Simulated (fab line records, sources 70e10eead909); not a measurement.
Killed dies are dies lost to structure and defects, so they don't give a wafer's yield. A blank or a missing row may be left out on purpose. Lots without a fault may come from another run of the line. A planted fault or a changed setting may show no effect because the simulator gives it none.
Which tool did it? | flow nand_harc | 12 lots, 36 wafers sampled, at 5 steps of a route of 1302

WHAT THE GAUGES READ, wafer by wafer
NHARC_A_M0_THK_MEAS_24: measures by xrf. Usual: thk_nm 114.5 nm, standard deviation 1.4.
lot  | measured     | on            | thk_nm (nm)       | flag
L761 | day 22 20:49 | film_metro-02 | 114.4 115.8 113.4 |
L762 | day 22 21:34 | film_metro-02 | 113.0 111.8 114.7 |
L763 | day 23 12:23 | film_metro-01 | 113.1 111.7 112.4 |
L768 | day 25 12:22 | film_metro-01 | 113.6 116.8 116.5 |
L770 | day 26 06:32 | film_metro-02 | 116.1 113.8 116.4 |
L774 | day 27 22:29 | film_metro-01 | 115.7 118.1 116.6 |
L776 | day 28 18:58 | film_metro-02 | 115.0 116.0 115.8 |
L775 | day 28 22:41 | film_metro-02 | 113.1 113.0 114.8 |
L778 | day 29 12:08 | film_metro-01 | 115.7 115.8 114.6 |
L777 | day 29 17:17 | film_metro-01 | 115.7 112.8 114.2 |
L779 | day 30 00:35 | film_metro-02 | 116.3 114.0 116.5 |
L783 | day 31 21:37 | film_metro-01 | 114.7 116.2 116.6 |

WHICH TOOL RAN EACH LOT (tool, then ch and the chambers of the sampled wafers, then the start)
lot  | NHARC_A_BLC_STRIP_29               | NHARC_A_M0_DEGAS_28          | NHARC_A_M0_ECD_22              | NHARC_A_M0_CMP_23
L761 | rie_diel-01 ch 1,2,3, day 22 15:27 | pvd_sputter-03, day 22 19:25 | ecd_cu-02 ch 0,1, day 22 19:47 | cmp-01 ch 0,2,3, day 22 20:32
L762 | rie_diel-01 ch 0,2, day 22 16:18   | pvd_sputter-02, day 22 20:11 | ecd_cu-01 ch 0,1, day 22 20:32 | cmp-02 ch 0,2, day 22 21:17
L763 | rie_diel-12 ch 0,1,2, day 23 06:55 | pvd_sputter-01, day 23 10:59 | ecd_cu-02 ch 0,1, day 23 11:21 | cmp-01 ch 1,2,3, day 23 12:04
L768 | rie_diel-01 ch 0,1,3, day 25 06:58 | pvd_sputter-03, day 25 10:58 | ecd_cu-02 ch 0,1, day 25 11:19 | cmp-02 ch 0,2,3, day 25 12:02
L770 | rie_diel-01 ch 0,3, day 26 01:13   | pvd_sputter-03, day 26 05:08 | ecd_cu-02 ch 0,1, day 26 05:35 | cmp-02 ch 1,3, day 26 06:13
L774 | rie_diel-12 ch 1,3, day 27 17:17   | pvd_sputter-01, day 27 21:05 | ecd_cu-01 ch 0,1, day 27 21:26 | cmp-02 ch 0,1,2, day 27 22:13
L776 | rie_diel-12 ch 1,2,3, day 28 13:39 | pvd_sputter-03, day 28 17:35 | ecd_cu-01 ch 0,1, day 28 17:56 | cmp-04 ch 0,1,3, day 28 18:44
L775 | rie_diel-01 ch 0,1,2, day 28 17:19 | pvd_sputter-01, day 28 21:17 | ecd_cu-02 ch 0,1, day 28 21:47 | cmp-01 ch 0,1,2, day 28 22:25
L778 | rie_diel-01 ch 1,2,3, day 29 06:48 | pvd_sputter-02, day 29 10:44 | ecd_cu-01 ch 0,1, day 29 11:06 | cmp-01 ch 0,2,3, day 29 11:51
L777 | rie_diel-02 ch 1,2,3, day 29 12:07 | pvd_sputter-03, day 29 15:53 | ecd_cu-02 ch 0,1, day 29 16:15 | cmp-01 ch 0,1,3, day 29 16:58
L779 | rie_diel-12 ch 1,2, day 29 19:25   | pvd_sputter-03, day 29 23:12 | ecd_cu-02 ch 1, day 29 23:33   | cmp-01 ch 0,1,3, day 30 00:16
L783 | rie_diel-12 ch 0,1,2, day 31 16:20 | pvd_sputter-02, day 31 20:13 | ecd_cu-02 ch 0,1, day 31 20:34 | cmp-02 ch 0,1,2, day 31 21:17
- NHARC_A_BLC_STRIP_29: strips in CF4.
- NHARC_A_M0_DEGAS_28: time 60 s.
- NHARC_A_M0_ECD_22: material Cu, target thk 400 nm.
- NHARC_A_M0_CMP_23: polishes, t overpolish 20 s, target thk 113.75 nm.

WHAT THE TOOLS THEMSELVES READ (means of the sampled wafers that have a number; where no wafer has one, the mark that the record gives instead)
NHARC_A_BLC_STRIP_29. Usual: drypump_motor_current_A 5.8 A, standard deviation 0.45; oes_product_au 1.002 a.u., standard deviation 0.013; rf_vpp_V 59.3 V, standard deviation 0.88; showerhead_plenum_p_Torr 1.74 Torr, standard deviation 0.055; throttle_valve_pct 13.284 %, standard deviation 0.0097.
lot  | tool        | drypump_motor_current_A (A) | oes_product_au (a.u.) | rf_vpp_V (V) | showerhead_plenum_p_Torr (Torr) | throttle_valve_pct (%) | flag
L761 | rie_diel-01 | 6.1                         | 0.989                 | 58.4         | 1.77                            | 13.290                 |
L762 | rie_diel-01 | 6.2                         | 0.988                 | 59.6         | 1.72                            | 13.279                 |
L763 | rie_diel-12 | 5.3                         | 1.007                 | 60.1         | 1.71                            | 13.275                 |
L768 | rie_diel-01 | 6.1                         | 1.005                 | 60.4         | 1.77                            | 13.285                 |
L770 | rie_diel-01 | 5.9                         | 1.014                 | 59.5         | 1.75                            | 13.274                 |
L774 | rie_diel-12 | 5.4                         | 1.002                 | 58.4         | 1.69                            | 13.293                 |
L776 | rie_diel-12 | 5.4                         | 0.994                 | 58.8         | 1.71                            | 13.278                 |
L775 | rie_diel-01 | 6.3                         | 1.002                 | 59.0         | 1.74                            | 13.294                 |
L778 | rie_diel-01 | 6.1                         | 0.993                 | 59.5         | 1.76                            | 13.281                 |
L777 | rie_diel-02 | 5.9                         | 1.003                 | 59.6         | 1.78                            | 13.280                 |
L779 | rie_diel-12 | 5.4                         | 0.981                 | 59.0         | 1.72                            | 13.280                 |
L783 | rie_diel-12 | 5.4                         | 1.001                 | 59.1         | 1.70                            | 13.285                 |

NHARC_A_M0_DEGAS_28. Usual: heater_power_w 335 W, standard deviation 28.
lot  | tool           | heater_power_w (W) | flag
L761 | pvd_sputter-03 | 303                |
L762 | pvd_sputter-02 | 322                |
L763 | pvd_sputter-01 | 335                |
L768 | pvd_sputter-03 | 303                |
L770 | pvd_sputter-03 | 324                |
L774 | pvd_sputter-01 | 331                |
L776 | pvd_sputter-03 | 327                |
L775 | pvd_sputter-01 | 351                |
L778 | pvd_sputter-02 | 336                |
L777 | pvd_sputter-03 | 328                |
L779 | pvd_sputter-03 | 307                |
L783 | pvd_sputter-02 | 335                |

NHARC_A_M0_CMP_23. Usual: motor_current_A 11.8 A, standard deviation 1.4; retaining_ring_pressure_frac 1.000, standard deviation 0.0054; time_to_endpoint_s 30.3 s, standard deviation 2.3.
lot  | tool   | motor_current_A (A) | retaining_ring_pressure_frac | time_to_endpoint_s (s) | flag
L761 | cmp-01 | 12.9                | 0.997                        | 29.8                   |
L762 | cmp-02 | 11.9                | 0.993                        | 30.7                   |
L763 | cmp-01 | 12.1                | 1.004                        | 28.1                   |
L768 | cmp-02 | 12.3                | 0.999                        | 34.7                   |
L770 | cmp-02 | 13.7                | 0.999                        | 34.0                   |
L774 | cmp-02 | 12.2                | 1.004                        | 29.3                   |
L776 | cmp-04 | 11.2                | 0.999                        | 28.0                   |
L775 | cmp-01 | 11.3                | 1.002                        | 32.7                   |
L778 | cmp-01 | 12.7                | 0.998                        | 32.5                   |
L777 | cmp-01 | 11.9                | 0.998                        | 31.1                   |
L779 | cmp-01 | 11.5                | 1.002                        | 31.8                   |
L783 | cmp-02 | 11.8                | 1.001                        | 30.9                   |

THE ANSWER, worked out from the rows above alone
Rule: a lot is off if the mean of its wafers that have a number lies more than 3 standard deviations from the usual mean. A lot without any number at a reading at which 4 lots or more have one is off too. The other lots that the step has rows for count as sound. The gauges are gone through in route order, then the tools' own readings, and for those a lot's mean is taken as printed above. The first step at which some lot is off is used, and at that step the reading that is off furthest; a lot without a number counts as furthest.
No lot is off at any reading shown: from this, nothing can be told.

WHAT THE SIMULATOR HAD PUT IN
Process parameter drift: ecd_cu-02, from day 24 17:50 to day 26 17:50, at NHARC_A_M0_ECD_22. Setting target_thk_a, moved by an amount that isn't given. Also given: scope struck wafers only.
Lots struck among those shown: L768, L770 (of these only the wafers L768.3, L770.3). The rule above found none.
